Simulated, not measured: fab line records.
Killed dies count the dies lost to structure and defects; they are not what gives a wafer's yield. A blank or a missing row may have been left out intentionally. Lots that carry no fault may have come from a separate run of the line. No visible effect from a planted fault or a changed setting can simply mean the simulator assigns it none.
Chamber matching | flow n5 finfet | N5_BEOL_M10_ALD_74 on ald metal-01 has 4 sister chambers
The step deposits TaN, target thk 2 nm, pulse time 2 s, purge time 3 s. 8 wafers are shown with their chamber, then 7 later ones without.

EACH WAFER AND ITS CHAMBER
wafer  | chamber | heater power w (W) | mfc carrier sccm (sccm)
L623.5 | 0       | 433                | 1498
L622.4 | 0       | 439                | 1507
L628.2 | 2       | 470                | 1503
L628.5 | 2       | 474                | 1503
L627.1 | 1       | 433                | 1497
L627.2 | 3       | 386                | 1502
L636.1 | 1       | 429                | 1506
L636.2 | 3       | 386                | 1504

WAFERS WITH NO CHAMBER GIVEN
wafer  | heater power w (W) | mfc carrier sccm (sccm)
L636.5 | 467                | 1495
L639.1 | 469                | 1497
L639.4 | 393                | 1501
L639.5 | 440                | 1501
L640.1 | 468                | 1495
L640.2 | 431                | 1494
L640.6 | 439                | 1503

THE CHAMBER EACH PASSED THROUGH
wafer  | from the rows above     | in truth
L636.5 | 2                       | 2
L639.1 | 2                       | 2
L639.4 | 3                       | 3
L639.5 | can't be placed: 0 or 1 | 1
L640.1 | 2                       | 2
L640.2 | can't be placed: 1 or 0 | 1
L640.6 | can't be placed: 0 or 1 | 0
Placed correctly: 4 of 7. Unplaceable from these rows: 3, with the true chamber sitting among the candidates in 3. Number placed wrongly: 0.
How it was worked out, from the rows above alone: a wafer's distance from a chamber is the root of the sum, over the readings, of the square of ((its reading less the chamber's mean) divided by the reading's scatter). If the next closest chamber is less than 2 further off than the closest, the wafer can't be placed; otherwise it belongs to the closest. Each chamber's mean is taken over the wafers shown for it. The scatter is the square root of a quotient: the sum, over the shown wafers, of each reading's squared deviation from its chamber's mean, divided by wafers minus chambers.
